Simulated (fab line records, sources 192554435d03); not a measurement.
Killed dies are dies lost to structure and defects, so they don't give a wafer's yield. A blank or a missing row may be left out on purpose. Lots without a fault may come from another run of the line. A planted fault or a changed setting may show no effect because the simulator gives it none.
Chamber matching | flow n5_finfet | N5_BEOL_M10_ETCH_65 on rie_diel-02: 4 sister chambers
The step etches SiARC in CF4, target depth 39 nm, time 65 s. 4 wafers are shown with their chamber, then 12 later ones without.

WAFERS WITH THEIR CHAMBER
wafer  | chamber | drypump_motor_current_A (A)
L089.3 | 2       | 5.2
L094.1 | 1       | 5.5
L094.2 | 3       | 5.7
L094.3 | 0       | 6.3

WAFERS WITHOUT THEIR CHAMBER
wafer  | drypump_motor_current_A (A)
L094.4 | 5.2
L094.5 | 5.2
L094.6 | 5.5
L092.3 | 5.3
L092.4 | 5.5
L092.5 | 5.4
L095.1 | 5.2
L095.5 | 5.7
L095.6 | 5.2
L096.3 | 5.5
L096.5 | 5.7
L096.6 | 5.2

WHICH CHAMBER EACH WENT THROUGH
wafer  | from the rows above | in truth
L094.4 | 2                   | 2
L094.5 | 2                   | 2
L094.6 | 1                   | 1
L092.3 | 2                   | 2
L092.4 | 1                   | 1
L092.5 | 1                   | 1
L095.1 | 2                   | 2
L095.5 | 3                   | 3
L095.6 | 2                   | 2
L096.3 | 1                   | 1
L096.5 | 3                   | 3
L096.6 | 2                   | 2
Placed correctly: 12 of 12. Can't be placed from these rows: 0. Placed wrongly: 0.
How it was worked out, from the rows above alone: a wafer's distance from a chamber is the root of the sum, over the readings, of the square of ((its reading less the chamber's mean) divided by the reading's scatter). The wafer belongs to the nearest chamber; if the next one is less than 2 further off, it can't be placed. A chamber's mean is the mean of its shown wafers. The scatter: with one shown wafer a chamber, the root of the mean of the squares of how far each hidden wafer lies from its nearest shown one.
